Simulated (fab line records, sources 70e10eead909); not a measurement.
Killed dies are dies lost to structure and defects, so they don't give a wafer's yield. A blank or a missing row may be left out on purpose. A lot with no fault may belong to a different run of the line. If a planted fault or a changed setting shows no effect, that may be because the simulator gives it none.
Matching of chambers	flow nand-harc	ald-metal-02 running NHARC_A_WL_FILL_ALD_02: 4 sister chambers
The step deposits TiN, target thk 2 nm, pulse time 3 s, ald cycles 100. 4 wafers are shown with their chamber, then 8 later ones without.

== EACH WAFER AND ITS CHAMBER ==
wafer	chamber	heater-power-outer-w (W)
L083.1	3	593
L083.2	2	610
L083.4	1	652
L089.1	0	732

== WAFERS WITHOUT THEIR CHAMBER ==
wafer	heater-power-outer-w (W)
L089.3	602
L089.5	565
L093.1	627
L093.4	715
L093.5	562
L097.1	576
L097.2	625
L097.4	583

== WHICH CHAMBER EACH WENT THROUGH ==
wafer	from the rows above	in truth
L089.3	can't be placed: 2 or 3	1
L089.5	can't be placed: 3 or 2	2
L093.1	can't be placed: 2 or 1 or 3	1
L093.4	0	0
L093.5	can't be placed: 3 or 2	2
L097.1	can't be placed: 3 or 2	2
L097.2	can't be placed: 2 or 1 or 3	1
L097.4	can't be placed: 3 or 2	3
1 of 8 placed correctly. From these rows, 7 cannot be placed; in 6 the true chamber is one of the candidates. Placed wrongly: 0.
How it was worked out, from the rows above alone: a wafer's distance from a chamber is the root of the sum, over the readings, of the square of ((its reading less the chamber's mean) divided by the reading's scatter). If the next closest chamber is less than 2 further off than the closest, the wafer can't be placed; otherwise it belongs to the closest. The mean given for a chamber averages the wafers shown for that chamber. The scatter: with one shown wafer a chamber, the root of the mean of the squares of how far each hidden wafer lies from its nearest shown one.
